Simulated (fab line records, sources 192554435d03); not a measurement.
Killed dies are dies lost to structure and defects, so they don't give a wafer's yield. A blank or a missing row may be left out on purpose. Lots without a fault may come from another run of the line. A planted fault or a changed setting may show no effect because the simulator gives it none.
Which tool did it? | flow n5_finfet | 11 lots, 31 wafers sampled, at 5 steps of a route of 1938

WHAT THE GAUGES READ, wafer by wafer
The record holds no reading of a measuring or inspecting step that can be judged against a usual standard deviation.

WHICH TOOL RAN EACH LOT (tool, then ch and the chambers of the sampled wafers, then the start)
lot  | N5_MOL_CONTACT_COAG_DESCUM_13      | N5_MOL_CONTACT_COAG_ETCH_105       | N5_MOL_CONTACT_COAG_PRE_CLEAN_141 | N5_MOL_CONTACT_COAG_ALD_123       | N5_PASSIVATION_PROBE_49
L239 | rie_diel-05 ch 0,2,3, day 4 15:46  | rie_diel-05 ch 0,2,3, day 4 15:50  | pvd_sputter-03, day 4 19:44       | ald_sin-04 ch 1,3, day 5 03:21    | prober-01, day 13 19:26
L240 | rie_diel-05 ch 0,1,3, day 5 01:19  | rie_diel-05 ch 0,1,3, day 5 01:22  | pvd_sputter-01, day 5 05:32       | ald_sin-02 ch 1,2, day 5 10:51    | prober-01, day 15 05:43
L242 | rie_diel-02 ch 1,2,3, day 5 14:05  | rie_diel-02 ch 1,2,3, day 5 14:08  | pvd_sputter-03, day 5 17:04       | ald_sin-01 ch 1,2,3, day 6 03:51  | prober-02, day 15 20:59
L243 | rie_diel-04 ch 0,1,2, day 5 16:21  | rie_diel-04 ch 0,1,2, day 5 16:25  | pvd_sputter-01, day 5 17:57       | ald_sin-01 ch 0,1,2, day 6 05:24  | prober-02, day 16 03:44
L244 | rie_diel-05 ch 1,2,3, day 6 00:50  | rie_diel-05 ch 1,2,3, day 6 00:54  | pvd_sputter-03, day 6 05:29       | ald_sin-01 ch 0,1,3, day 6 10:44  | prober-01, day 20 10:58
L250 | rie_diel-04 ch 0,3, day 8 01:46    | rie_diel-04 ch 0,3, day 8 01:49    | pvd_sputter-02, day 8 03:48       | ald_sin-01 ch 2,3, day 8 09:11    | prober-02, day 17 22:56
L252 | rie_diel-05 ch 0,3, day 8 10:53    | rie_diel-05 ch 0,3, day 8 10:56    | pvd_sputter-03, day 8 13:50       | ald_sin-01 ch 1, day 8 20:27      | prober-02, day 18 18:51
L255 | rie_diel-02 ch 0,1,2, day 9 00:16  | rie_diel-02 ch 0,1,2, day 9 00:19  | pvd_sputter-01, day 9 04:35       | ald_sin-01 ch 1,2, day 9 10:04    | prober-01, day 18 17:56
L256 | rie_diel-02 ch 0,1,2, day 9 10:45  | rie_diel-02 ch 0,1,2, day 9 10:49  | pvd_sputter-02, day 9 12:42       | ald_sin-02 ch 0,2, day 9 17:54    | prober-01, day 18 23:11
L262 | rie_diel-05 ch 0,2,3, day 10 11:52 | rie_diel-05 ch 0,2,3, day 10 11:56 | pvd_sputter-02, day 10 14:23      | ald_sin-04 ch 0,2,3, day 10 20:30 | prober-02, day 19 22:15
L261 | rie_diel-05 ch 1,2,3, day 10 15:47 | rie_diel-05 ch 1,2,3, day 10 15:50 | pvd_sputter-02, day 10 18:41      | ald_sin-02 ch 0,1,3, day 11 00:47 | prober-02, day 20 08:33
- N5_MOL_CONTACT_COAG_DESCUM_13: chemistry O2, time 7 s.
- N5_MOL_CONTACT_COAG_ETCH_105: etches SiARC in CF4, target depth 15.6 nm, time 26 s.
- N5_MOL_CONTACT_COAG_PRE_CLEAN_141: time 60 s.
- N5_MOL_CONTACT_COAG_ALD_123: deposits SiNx, target thk 5 nm, pulse time 1 s, purge time 2 s.
- N5_PASSIVATION_PROBE_49

WHAT THE TOOLS THEMSELVES READ (means of the sampled wafers that have a number; where no wafer has one, the mark that the record gives instead)
N5_MOL_CONTACT_COAG_DESCUM_13. Usual: drypump_motor_current_A 5.8 A, standard deviation 0.42; oes_product_au 0.75 a.u., standard deviation 0.066; rf_vpp_V 243.3 V, standard deviation 1; showerhead_plenum_p_Torr 2.10 Torr, standard deviation 0.038; throttle_valve_pct 20.37 %, standard deviation 0.13.
lot  | tool        | drypump_motor_current_A (A) | oes_product_au (a.u.) | rf_vpp_V (V) | showerhead_plenum_p_Torr (Torr) | throttle_valve_pct (%) | flag
L239 | rie_diel-05 | 5.8                         | 0.77                  | 244.3        | 2.13                            | 20.30                  |
L240 | rie_diel-05 | 6.0                         | 0.81                  | 244.0        | 2.12                            | 20.26                  |
L242 | rie_diel-02 | 5.5                         | 0.74                  | 243.1        | 2.11                            | 20.50                  |
L243 | rie_diel-04 | 5.9                         | 0.72                  | 243.3        | 2.11                            | 20.33                  |
L244 | rie_diel-05 | 5.8                         | 0.80                  | 242.8        | 2.11                            | 20.21                  |
L250 | rie_diel-04 | 5.7                         | 0.68                  | 244.0        | 2.11                            | 20.41                  |
L252 | rie_diel-05 | 5.8                         | 0.74                  | 243.3        | 2.13                            | 20.38                  |
L255 | rie_diel-02 | 5.6                         | 0.77                  | 242.9        | 2.10                            | 20.50                  |
L256 | rie_diel-02 | 5.6                         | 0.77                  | 243.1        | 2.10                            | 20.51                  |
L262 | rie_diel-05 | 5.8                         | 0.72                  | 242.4        | 2.11                            | 20.36                  |
L261 | rie_diel-05 | 5.8                         | 0.76                  | 242.6        | 2.09                            | 20.28                  |

N5_MOL_CONTACT_COAG_ETCH_105. Usual: drypump_motor_current_A 5.8 A, standard deviation 0.42; etch_rf_on_time_s 25.96 s, standard deviation 0.26; oes_product_au 0.64 a.u., standard deviation 0.056; rf_vpp_V 184.2 V, standard deviation 1; showerhead_plenum_p_Torr 2.16 Torr, standard deviation 0.04; throttle_valve_pct 15.60 %, standard deviation 0.16.
lot  | tool        | drypump_motor_current_A (A) | etch_rf_on_time_s (s) | oes_product_au (a.u.) | rf_vpp_V (V) | showerhead_plenum_p_Torr (Torr) | throttle_valve_pct (%) | flag
L239 | rie_diel-05 | 5.8                         | 25.69                 | 0.66                  | 184.9        | 2.18                            | 15.52                  |
L240 | rie_diel-05 | 6.0                         | 25.77                 | 0.70                  | 184.0        | 2.17                            | 15.46                  |
L242 | rie_diel-02 | 5.4                         | 25.57                 | 0.64                  | 184.2        | 2.17                            | 15.74                  |
L243 | rie_diel-04 | 5.9                         | 26.04                 | 0.61                  | 184.4        | 2.15                            | 15.56                  |
L244 | rie_diel-05 | 5.8                         | 26.14                 | 0.68                  | 184.3        | 2.15                            | 15.42                  |
L250 | rie_diel-04 | 5.7                         | 26.38                 | 0.58                  | 185.1        | 2.17                            | 15.69                  |
L252 | rie_diel-05 | 5.8                         | 26.07                 | 0.64                  | 185.1        | 2.19                            | 15.61                  |
L255 | rie_diel-02 | 5.6                         | 25.99                 | 0.66                  | 183.8        | 2.15                            | 15.68                  |
L256 | rie_diel-02 | 5.6                         | 25.99                 | 0.66                  | 184.6        | 2.15                            | 15.70                  |
L262 | rie_diel-05 | 5.8                         | 26.10                 | 0.62                  | 184.9        | 2.16                            | 15.61                  |
L261 | rie_diel-05 | 5.8                         | 26.14                 | 0.64                  | 184.3        | 2.14                            | 15.51                  |

N5_MOL_CONTACT_COAG_PRE_CLEAN_141. Usual: heater_power_w 462 W, standard deviation 39.
lot  | tool           | heater_power_w (W) | flag
L239 | pvd_sputter-03 | 445                |
L240 | pvd_sputter-01 | 462                |
L242 | pvd_sputter-03 | 437                |
L243 | pvd_sputter-01 | 489                |
L244 | pvd_sputter-03 | 473                |
L250 | pvd_sputter-02 | 486                |
L252 | pvd_sputter-03 | 409                |
L255 | pvd_sputter-01 | 461                |
L256 | pvd_sputter-02 | 468                |
L262 | pvd_sputter-02 | 455                |
L261 | pvd_sputter-02 | 458                |

N5_MOL_CONTACT_COAG_ALD_123. Usual: heater_power_w 785 W, standard deviation 79; precursor_pulse_height_rel 1.001, standard deviation 0.02.
lot  | tool       | heater_power_w (W) | precursor_pulse_height_rel | flag
L239 | ald_sin-04 | 754                | 0.999                      |
L240 | ald_sin-02 | 836                | 1.014                      |
L242 | ald_sin-01 | 819                | 1.007                      |
L243 | ald_sin-01 | 834                | 1.003                      |
L244 | ald_sin-01 | 831                | 1.020                      |
L250 | ald_sin-01 | 856                | 1.019                      |
L252 | ald_sin-01 | 744                | 0.996                      |
L255 | ald_sin-01 | 777                | 1.015                      |
L256 | ald_sin-02 | 736                | 1.005                      |
L262 | ald_sin-04 | 738                | 0.999                      |
L261 | ald_sin-02 | 836                | 0.998                      |

N5_PASSIVATION_PROBE_49. Usual: killed_at_M0_to_M3 37, standard deviation 12; killed_at_M4_up 15, standard deviation 5.6; killed_at_contacts 13, standard deviation 6.9; killed_at_front_end 40, standard deviation 11; killed_at_other 4, standard deviation 3.2; killed_dies 109, standard deviation 20; killed_on_rim 14, standard deviation 4.3; killed_open 73, standard deviation 15; killed_short 35, standard deviation 8.3.
lot  | tool      | killed_at_M0_to_M3 | killed_at_M4_up | killed_at_contacts | killed_at_front_end | killed_at_other | killed_dies | killed_on_rim | killed_open | killed_short | flag
L239 | prober-01 | 39                 | 12              | 21                 | 44                  | 5               | 120         | 13            | 90          | 30           |
L240 | prober-01 | 40                 | 25              | 7                  | 28                  | 2               | 103         | 16            | 68          | 33           |
L242 | prober-02 | 25                 | 16              | 10                 | 30                  | 1               | 81          | 10            | 52          | 29           |
L243 | prober-02 | 29                 | 10              | 19                 | 44                  | 3               | 104         | 12            | 66          | 36           |
L244 | prober-01 | 38                 | 14              | 5                  | 29                  | 2               | 88          | 10            | 54          | 31           |
L250 | prober-02 | 40                 | 14              | 12                 | 36                  | 2               | 105         | 15            | 72          | 34           |
L252 | prober-02 | 38                 | 12              | 23                 | 36                  | 0               | 108         | 18            | 68          | 36           |
L255 | prober-01 | 38                 | 14              | 15                 | 31                  | 3               | 101         | 14            | 60          | 41           |
L256 | prober-01 | 31                 | 19              | 11                 | 44                  | 4               | 109         | 12            | 72          | 36           |
L262 | prober-02 | 25                 | 20              | 20                 | 46                  | 2               | 113         | 17            | 82          | 30           |
L261 | prober-02 | 27                 | 12              | 9                  | 31                  | 7               | 85          | 14            | 52          | 33           |

THE ANSWER, worked out from the rows above alone
Rule: a lot is off if the mean of its wafers that have a number lies more than 3 standard deviations from the usual mean. A lot without any number at a reading at which 4 lots or more have one is off too. The other lots that the step has rows for count as sound. The gauges are gone through in route order, then the tools' own readings, and for those a lot's mean is taken as printed above. The first step at which some lot is off is used, and at that step the reading that is off furthest; a lot without a number counts as furthest.
No lot is off at any reading shown: from this, nothing can be told.

WHAT THE SIMULATOR HAD PUT IN
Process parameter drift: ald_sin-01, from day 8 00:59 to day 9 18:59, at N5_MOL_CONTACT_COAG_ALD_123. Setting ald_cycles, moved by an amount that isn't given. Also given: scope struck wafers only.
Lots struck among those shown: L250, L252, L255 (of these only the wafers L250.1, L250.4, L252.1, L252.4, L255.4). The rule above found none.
